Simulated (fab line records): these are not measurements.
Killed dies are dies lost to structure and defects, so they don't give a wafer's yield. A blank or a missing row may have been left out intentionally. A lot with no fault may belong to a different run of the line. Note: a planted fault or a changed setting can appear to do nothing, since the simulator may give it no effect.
Which tool was responsible?    flow nand harc    66 wafers from 22 lots sampled at 6 of the route's 1159 steps

WHAT THE GAUGES SHOWED, per wafer
No reading from a measuring or inspecting step in the record can be judged against a usual standard deviation.

TOOL THAT RAN EACH LOT (tool first, then ch and the chambers of the sampled wafers, then the start)
lot   NHARC_A_STAIRCASE_TRIM_22                      NHARC_A_STAIRCASE_TRIM_24                      NHARC_A_STAIRCASE_TRIM_233                     NHARC_A_STAIRCASE_ETCH_452                     NHARC_A_STAIRCASE_DEP_301        NHARC_A_STAIRCASE_STRIP_316
L074  rie diel-06 ch 1,2,3, day 11 09:38 or earlier  rie diel-06 ch 0,1,3, day 11 09:38 or earlier  rie diel-13 ch 0,1,2, day 11 09:38 or earlier  rie diel-13 ch 1,2,3, day 11 09:38 or earlier  pecvd-04 ch 0,2, day 11 09:38    rie diel-13 ch 0,1,3, no start
L075  rie diel-06 ch 0,1, day 11 22:13 or earlier    rie diel-06 ch 1,2,3, day 11 22:13 or earlier  rie diel-02 ch 1,2,3, day 11 22:13 or earlier  rie diel-02 ch 1,2,3, day 11 22:13 or earlier  pecvd-03 ch 0,1, day 11 22:13    rie diel-02 ch 2,3, no start
L076  rie diel-02 ch 0,1,3, day 11 22:09 or earlier  rie diel-02 ch 0,1, day 11 22:09 or earlier    rie diel-02 ch 0,1,2, day 11 22:09 or earlier  rie diel-06 ch 1,2,3, day 11 22:09 or earlier  pecvd-01 ch 0,1, day 11 22:09    rie diel-06 ch 0,3, no start
L078  rie diel-13 ch 2,3, day 12 07:24 or earlier    rie diel-13 ch 0,2,3, day 12 07:24 or earlier  rie diel-06 ch 1,2,3, day 12 07:24 or earlier  rie diel-13 ch 0,1, day 12 07:24 or earlier    pecvd-01 ch 0,1,2, day 12 07:24  rie diel-06 ch 0,2, no start
L077  rie diel-02 ch 1,2,3, day 12 08:04 or earlier  rie diel-02 ch 0,1,3, day 12 08:04 or earlier  rie diel-02 ch 0,2,3, day 12 08:04 or earlier  rie diel-06 ch 0,2,3, day 12 08:04 or earlier  pecvd-04 ch 0,1,2, day 12 08:04  rie diel-06 ch 0,1,2, no start
L079  rie diel-06 ch 0,2,3, day 12 19:53 or earlier  rie diel-06 ch 1,2,3, day 12 19:53 or earlier  rie diel-02 ch 0,1,3, day 12 19:53 or earlier  rie diel-06 ch 1,2,3, day 12 19:53 or earlier  pecvd-03 ch 0,1,2, day 12 19:53  rie diel-06 ch 0,1,3, no start
L080  rie diel-06 ch 0,1,3, day 13 03:17 or earlier  rie diel-06 ch 1,2,3, day 13 03:17 or earlier  rie diel-02 ch 0,1, day 13 03:17 or earlier    rie diel-02 ch 0,1, day 13 03:17 or earlier    pecvd-01 ch 0,1, day 13 03:17    rie diel-13 ch 1,2, no start
L081  rie diel-13 ch 0,1,2, day 13 04:02 or earlier  rie diel-13 ch 0,1,2, day 13 04:02 or earlier  rie diel-02 ch 0,1,3, day 13 04:02 or earlier  rie diel-13 ch 0,1,3, day 13 04:02 or earlier  pecvd-04 ch 0,2, day 13 04:02    rie diel-02 ch 1,2,3, no start
L082  rie diel-06 ch 0,1,3, day 13 21:45 or earlier  rie diel-06 ch 1,2,3, day 13 21:45 or earlier  rie diel-13 ch 1,2,3, day 13 21:45 or earlier  rie diel-06 ch 0,1,3, day 13 21:45 or earlier  pecvd-01 ch 0,1, day 13 21:45    rie diel-13 ch 1,2,3, no start
L083  rie diel-02 ch 0,1,2, day 13 22:55 or earlier  rie diel-02 ch 0,2, day 13 22:55 or earlier    rie diel-02 ch 1,2,3, day 13 22:55 or earlier  rie diel-02 ch 0,1,3, day 13 22:55 or earlier  pecvd-01 ch 0,1, day 13 22:55    rie diel-06 ch 0,1,3, no start
L084  rie diel-02 ch 0,3, day 14 02:11 or earlier    rie diel-02 ch 2,3, day 14 02:11 or earlier    rie diel-06 ch 1,2,3, day 14 02:11 or earlier  rie diel-02 ch 0,2, day 14 02:11 or earlier    pecvd-03 ch 0,2, day 14 02:11    rie diel-02 ch 0,1, no start
L088  rie diel-13 ch 0,2,3, day 14 19:20 or earlier  rie diel-13 ch 0,1,2, day 14 19:20 or earlier  rie diel-06 ch 0,1,2, day 14 19:20 or earlier  rie diel-13 ch 0,1,2, day 14 19:20 or earlier  pecvd-01 ch 0,1,2, day 14 19:20  rie diel-13 ch 0,1,2, no start
L086  rie diel-06 ch 1,3, day 14 22:49 or earlier    rie diel-06 ch 2,3, day 14 22:49 or earlier    rie diel-06 ch 0,1, day 14 22:49 or earlier    rie diel-13 ch 0,1,2, day 14 22:49 or earlier  pecvd-04 ch 0,1,2, day 14 22:49  rie diel-06 ch 0,1, no start
L089  rie diel-13 ch 1,2, day 15 04:42 or earlier    rie diel-13 ch 0,2,3, day 15 04:42 or earlier  rie diel-02 ch 1,2, day 15 04:42 or earlier    rie diel-06 ch 0,2,3, day 15 04:42 or earlier  pecvd-03 ch 0,1,2, day 15 04:42  rie diel-02 ch 0,1, no start
L085  rie diel-02 ch 0,1,3, day 15 04:56 or earlier  rie diel-02 ch 1,2, day 15 04:56 or earlier    rie diel-06 ch 2,3, day 15 04:56 or earlier    rie diel-13 ch 1,2,3, day 15 04:56 or earlier  pecvd-01 ch 0,1,2, day 15 04:56  rie diel-13 ch 0,2, no start
L090  rie diel-02 ch 1,3, day 15 22:19 or earlier    rie diel-02 ch 1,2, day 15 22:19 or earlier    rie diel-02 ch 1,3, day 15 22:19 or earlier    rie diel-02 ch 0,1, day 15 22:19 or earlier    pecvd-04 ch 0,1,2, day 15 22:19  rie diel-02 ch 0,2,3, no start
L091  rie diel-13 ch 0,2, day 16 01:22 or earlier    rie diel-13 ch 0,3, day 16 01:22 or earlier    rie diel-06 ch 1,2,3, day 16 01:22 or earlier  rie diel-06 ch 0,1, day 16 01:22 or earlier    pecvd-04 ch 0,2, day 16 01:22    rie diel-06 ch 0,3, no start
L092  rie diel-06 ch 1,2,3, day 16 05:16 or earlier  rie diel-06 ch 1,3, day 16 05:16 or earlier    rie diel-13 ch 1,2,3, day 16 05:16 or earlier  rie diel-06 ch 1,2,3, day 16 05:16 or earlier  pecvd-01 ch 0,1,2, day 16 05:16  rie diel-06 ch 0,1,3, no start
L093  rie diel-02 ch 0,2,3, day 16 08:57 or earlier  rie diel-02 ch 0,1,3, day 16 08:57 or earlier  rie diel-06 ch 0,2, day 16 08:57 or earlier    rie diel-13 ch 0,1, day 16 08:57 or earlier    pecvd-01 ch 1,2, day 16 08:57    rie diel-06 ch 0,3, no start
L097  rie diel-06 ch 0,1,2, day 16 23:52 or earlier  rie diel-06 ch 0,2, day 16 23:52 or earlier    rie diel-02 ch 1,2,3, day 16 23:52 or earlier  rie diel-13 ch 0,3, day 16 23:52 or earlier    pecvd-03 ch 0,2, day 16 23:52    rie diel-02 ch 0,3, no start
L096  rie diel-06 ch 1,2,3, day 17 05:23 or earlier  rie diel-06 ch 1,2,3, day 17 05:23 or earlier  rie diel-13 ch 1,2, day 17 05:23 or earlier    rie diel-06 ch 0,2,3, day 17 05:23 or earlier  pecvd-03 ch 0,1,2, day 17 05:23  rie diel-02 ch 0,1,2, no start
L095  rie diel-13 ch 0,2,3, day 17 12:00 or earlier  rie diel-13 ch 0,3, day 17 12:00 or earlier    rie diel-06 ch 1,2, day 17 12:00 or earlier    rie diel-13 ch 0,1,3, day 17 12:00 or earlier  pecvd-04 ch 0,1,2, day 17 12:00  rie diel-06 ch 0,2, no start
- NHARC_A_STAIRCASE_TRIM_22: chemistry O2, time 211.2 s.
- NHARC_A_STAIRCASE_TRIM_24: chemistry O2, time 211.2 s.
- NHARC_A_STAIRCASE_TRIM_233: chemistry O2, time 211.2 s.
- NHARC_A_STAIRCASE_ETCH_452: etches the open film in CF4/O2, target depth 30 nm, overetch 3 nm, time 16.5 s.
- NHARC_A_STAIRCASE_DEP_301: deposits SiON, target thk 30 nm.
- NHARC_A_STAIRCASE_STRIP_316: strips in O2.

WHAT THE TOOLS THEMSELVES READ (means of the sampled wafers that have a number; where no wafer has one, the mark that the record gives instead)
NHARC_A_STAIRCASE_TRIM_22. Usual: drypump motor current A 5.7 A, standard deviation 0.38; oes product au 1.000 a.u., standard deviation 0.0098; rf vpp V 57.5 V, standard deviation 0.89; showerhead plenum p Torr 3.49 Torr, standard deviation 0.15; throttle valve pct 17.038 %, standard deviation 0.0094.
lot   tool         drypump motor current A (A)  oes product au (a.u.)  rf vpp V (V)  showerhead plenum p Torr (Torr)  throttle valve pct (%)  flag
L074  rie diel-06  5.8                          0.998                  57.8          3.39                             17.040                  
L075  rie diel-06  5.4                          0.995                  57.8          3.47                             17.033                  
L076  rie diel-02  6.1                          1.005                  57.5          3.49                             17.036                  
L078  rie diel-13  5.7                          1.001                  57.7          3.52                             17.045                  
L077  rie diel-02  5.7                          1.012                  57.5          3.61                             17.049                  
L079  rie diel-06  5.5                          1.000                  57.9          3.51                             17.043                  
L080  rie diel-06  5.7                          0.998                  57.3          3.43                             17.042                  
L081  rie diel-13  5.5                          1.002                  56.8          3.44                             17.038                  
L082  rie diel-06  5.7                          0.998                  56.5          3.42                             17.038                  
L083  rie diel-02  5.9                          1.005                  57.5          3.51                             17.032                  
L084  rie diel-02  6.2                          1.004                  56.1          3.41                             17.027                  
L088  rie diel-13  5.5                          1.003                  58.0          3.45                             17.037                  
L086  rie diel-06  6.0                          0.996                  57.7          3.38                             17.040                  
L089  rie diel-13  5.6                          1.003                  58.0          3.49                             17.048                  
L085  rie diel-02  6.1                          1.001                  57.5          3.48                             17.035                  
L090  rie diel-02  6.0                          1.012                  58.5          3.55                             17.036                  
L091  rie diel-13  5.5                          0.996                  57.1          3.38                             17.035                  
L092  rie diel-06  5.8                          0.997                  56.8          3.54                             17.034                  
L093  rie diel-02  5.9                          1.009                  58.4          3.52                             17.036                  
L097  rie diel-06  5.5                          0.997                  57.6          3.58                             17.033                  
L096  rie diel-06  5.8                          0.998                  57.2          3.54                             17.043                  
L095  rie diel-13  5.5                          0.991                  57.7          3.43                             17.034                  

NHARC_A_STAIRCASE_TRIM_24. Usual: drypump motor current A 5.7 A, standard deviation 0.39; oes product au 1.002 a.u., standard deviation 0.011; rf vpp V 57.8 V, standard deviation 0.91; showerhead plenum p Torr 3.49 Torr, standard deviation 0.15; throttle valve pct 17.035 %, standard deviation 0.0092.
lot   tool         drypump motor current A (A)  oes product au (a.u.)  rf vpp V (V)  showerhead plenum p Torr (Torr)  throttle valve pct (%)  flag
L074  rie diel-06  5.7                          1.010                  57.8          3.43                             17.033                  
L075  rie diel-06  5.8                          1.008                  57.8          3.38                             17.037                  
L076  rie diel-02  6.3                          1.000                  57.6          3.39                             17.036                  
L078  rie diel-13  5.5                          1.010                  58.0          3.45                             17.028                  
L077  rie diel-02  6.1                          1.004                  57.8          3.49                             17.037                  
L079  rie diel-06  5.8                          1.004                  58.8          3.56                             17.027                  
L080  rie diel-06  5.8                          0.996                  57.7          3.55                             17.029                  
L081  rie diel-13  5.5                          0.999                  57.1          3.44                             17.036                  
L082  rie diel-06  5.9                          0.999                  57.3          3.55                             17.041                  
L083  rie diel-02  5.7                          1.011                  58.7          3.56                             17.029                  
L084  rie diel-02  5.7                          1.022                  57.3          3.63                             17.032                  
L088  rie diel-13  5.4                          0.998                  57.6          3.44                             17.032                  
L086  rie diel-06  5.8                          0.992                  58.1          3.46                             17.035                  
L089  rie diel-13  5.5                          0.999                  58.2          3.44                             17.038                  
L085  rie diel-02  5.8                          1.006                  58.2          3.57                             17.035                  
L090  rie diel-02  5.6                          1.007                  58.4          3.62                             17.050                  
L091  rie diel-13  5.3                          0.995                  57.5          3.43                             17.029                  
L092  rie diel-06  6.0                          0.998                  57.2          3.38                             17.042                  
L093  rie diel-02  6.1                          1.003                  58.4          3.47                             17.046                  
L097  rie diel-06  5.2                          0.994                  58.1          3.53                             17.037                  
L096  rie diel-06  5.8                          1.008                  57.0          3.54                             17.034                  
L095  rie diel-13  5.3                          1.000                  58.1          3.43                             17.035                  

NHARC_A_STAIRCASE_TRIM_233. Usual: drypump motor current A 5.8 A, standard deviation 0.38; oes product au 1.002 a.u., standard deviation 0.011; rf vpp V 57.7 V, standard deviation 0.84; showerhead plenum p Torr 3.52 Torr, standard deviation 0.15; throttle valve pct 17.037 %, standard deviation 0.0084.
lot   tool         drypump motor current A (A)  oes product au (a.u.)  rf vpp V (V)  showerhead plenum p Torr (Torr)  throttle valve pct (%)  flag
L074  rie diel-13  5.4                          1.003                  57.1          3.44                             17.046                  
L075  rie diel-02  5.7                          1.004                  57.7          3.61                             17.038                  
L076  rie diel-02  5.9                          1.001                  57.9          3.51                             17.033                  
L078  rie diel-06  5.8                          0.993                  57.9          3.56                             17.037                  
L077  rie diel-02  5.9                          1.011                  56.9          3.54                             17.036                  
L079  rie diel-02  6.1                          1.003                  57.4          3.49                             17.049                  
L080  rie diel-02  6.2                          1.006                  57.2          3.38                             17.039                  
L081  rie diel-02  6.1                          1.009                  57.6          3.48                             17.038                  
L082  rie diel-13  5.7                          0.997                  57.9          3.51                             17.034                  
L083  rie diel-02  5.7                          0.998                  57.8          3.60                             17.035                  
L084  rie diel-06  5.9                          0.998                  58.0          3.55                             17.033                  
L088  rie diel-06  5.5                          1.000                  56.6          3.58                             17.039                  
L086  rie diel-06  5.7                          1.001                  57.7          3.50                             17.036                  
L089  rie diel-02  5.8                          1.005                  58.0          3.57                             17.028                  
L085  rie diel-06  5.7                          0.983                  58.5          3.62                             17.038                  
L090  rie diel-02  5.9                          1.010                  57.4          3.57                             17.034                  
L091  rie diel-06  5.8                          0.998                  58.4          3.54                             17.034                  
L092  rie diel-13  5.7                          0.995                  57.5          3.50                             17.037                  
L093  rie diel-06  5.4                          0.999                  58.3          3.66                             17.039                  
L097  rie diel-02  5.8                          1.010                  58.0          3.59                             17.037                  
L096  rie diel-13  5.7                          1.007                  56.8          3.43                             17.039                  
L095  rie diel-06  5.6                          1.001                  57.6          3.70                             17.042                  

NHARC_A_STAIRCASE_ETCH_452. Usual: drypump motor current A 5.7 A, standard deviation 0.37; oes product au 1.000 a.u., standard deviation 0.0096; rf vpp V 197.5 V, standard deviation 1.5; showerhead plenum p Torr 1.32 Torr, standard deviation 0.057; throttle valve pct 13.397 %, standard deviation 0.0097.
lot   tool         drypump motor current A (A)  oes product au (a.u.)  rf vpp V (V)  showerhead plenum p Torr (Torr)  throttle valve pct (%)  flag
L074  rie diel-13  5.7                          1.010                  197.8         1.33                             13.403                  
L075  rie diel-02  5.8                          1.002                  197.6         1.37                             13.396                  
L076  rie diel-06  5.8                          1.000                  197.7         1.35                             13.398                  
L078  rie diel-13  5.3                          1.005                  197.2         1.30                             13.395                  
L077  rie diel-06  5.5                          0.999                  197.9         1.33                             13.398                  
L079  rie diel-06  5.8                          1.000                  197.4         1.35                             13.388                  
L080  rie diel-02  6.3                          1.005                  196.5         1.28                             13.397                  
L081  rie diel-13  5.5                          0.997                  197.9         1.32                             13.400                  
L082  rie diel-06  5.7                          0.996                  196.9         1.29                             13.392                  
L083  rie diel-02  6.1                          1.009                  197.0         1.31                             13.400                  
L084  rie diel-02  6.0                          1.003                  197.1         1.30                             13.398                  
L088  rie diel-13  5.5                          0.994                  197.0         1.30                             13.404                  
L086  rie diel-13  5.5                          1.002                  197.6         1.30                             13.393                  
L089  rie diel-06  5.5                          0.989                  197.6         1.32                             13.401                  
L085  rie diel-13  5.7                          0.993                  197.1         1.32                             13.401                  
L090  rie diel-02  6.3                          0.988                  196.6         1.28                             13.397                  
L091  rie diel-06  5.7                          1.005                  198.1         1.32                             13.398                  
L092  rie diel-06  5.8                          0.997                  198.5         1.34                             13.404                  
L093  rie diel-13  5.4                          1.002                  196.5         1.32                             13.391                  
L097  rie diel-13  5.5                          0.991                  198.1         1.32                             13.402                  
L096  rie diel-06  5.5                          1.001                  197.9         1.32                             13.384                  
L095  rie diel-13  5.5                          1.006                  196.8         1.32                             13.402                  

NHARC_A_STAIRCASE_DEP_301. Usual: heater power w 770 W, standard deviation 74; susceptor temp C 400.03 C, standard deviation 0.23.
lot   tool      heater power w (W)  susceptor temp C (C)  flag
L074  pecvd-04  809                 400.12                
L075  pecvd-03  833                 399.98                
L076  pecvd-01  762                 399.95                
L078  pecvd-01  751                 400.13                
L077  pecvd-04  842                 399.99                
L079  pecvd-03  738                 399.87                
L080  pecvd-01  819                 399.93                
L081  pecvd-04  732                 400.14                
L082  pecvd-01  768                 400.21                
L083  pecvd-01  789                 399.94                
L084  pecvd-03  694                 400.23                
L088  pecvd-01  769                 399.88                
L086  pecvd-04  799                 400.04                
L089  pecvd-03  735                 400.06                
L085  pecvd-01  739                 400.10                
L090  pecvd-04  802                 400.01                
L091  pecvd-04  836                 400.03                
L092  pecvd-01  770                 400.09                
L093  pecvd-01  714                 399.90                
L097  pecvd-03  698                 399.96                
L096  pecvd-03  740                 400.27                
L095  pecvd-04  752                 399.86                

NHARC_A_STAIRCASE_STRIP_316. Usual: drypump motor current A 5.7 A, standard deviation 0.39; oes product au 1.001 a.u., standard deviation 0.01; rf vpp V 57.8 V, standard deviation 0.96; showerhead plenum p Torr 3.49 Torr, standard deviation 0.14; throttle valve pct 17.036 %, standard deviation 0.0098.
lot   tool         drypump motor current A (A)  oes product au (a.u.)  rf vpp V (V)  showerhead plenum p Torr (Torr)  throttle valve pct (%)  flag
L074  rie diel-13  5.5                          0.997                  58.2          3.50                             17.047                  
L075  rie diel-02  5.6                          1.011                  58.4          3.66                             17.037                  
L076  rie diel-06  5.7                          0.989                  56.3          3.34                             17.034                  
L078  rie diel-06  5.4                          1.005                  58.3          3.68                             17.043                  
L077  rie diel-06  5.5                          1.003                  57.9          3.59                             17.038                  
L079  rie diel-06  5.7                          1.004                  57.8          3.42                             17.033                  
L080  rie diel-13  5.7                          0.997                  58.5          3.45                             17.038                  
L081  rie diel-02  5.7                          1.007                  58.8          3.60                             17.031                  
L082  rie diel-13  5.7                          0.997                  58.2          3.50                             17.032                  
L083  rie diel-06  5.7                          0.995                  56.5          3.42                             17.033                  
L084  rie diel-02  6.2                          0.992                  57.0          3.38                             17.034                  
L088  rie diel-13  5.5                          0.999                  57.7          3.43                             17.039                  
L086  rie diel-06  5.4                          0.996                  58.0          3.45                             17.025                  
L089  rie diel-02  6.2                          1.002                  57.4          3.37                             17.042                  
L085  rie diel-13  5.4                          0.997                  57.0          3.38                             17.034                  
L090  rie diel-02  5.9                          1.011                  57.9          3.52                             17.038                  
L091  rie diel-06  5.7                          0.993                  57.1          3.33                             17.032                  
L092  rie diel-06  5.7                          0.993                  58.4          3.41                             17.038                  
L093  rie diel-06  5.4                          0.989                  57.6          3.36                             17.037                  
L097  rie diel-02  6.2                          1.011                  56.7          3.40                             17.037                  
L096  rie diel-02  5.9                          0.999                  58.2          3.49                             17.031                  
L095  rie diel-06  5.2                          0.989                  57.3          3.52                             17.040                  

THE ANSWER, worked out from the rows above alone
Rule: lot off if the mean of its wafers having a number is beyond 3 standard deviations from the usual mean. Also off: a lot with no number at a reading for which 4 or more lots have one. Where the step has rows for the other lots, those lots are counted as sound. After the gauges, taken in route order, come the tools' own readings; for these a lot's mean is taken, as printed above. The first step at which some lot is off is used, and at that step the reading that is off furthest; a lot without a number counts as furthest.
None of the lots is off at any reading shown; this tells nothing.

WHAT WAS PUT IN BY THE SIMULATOR
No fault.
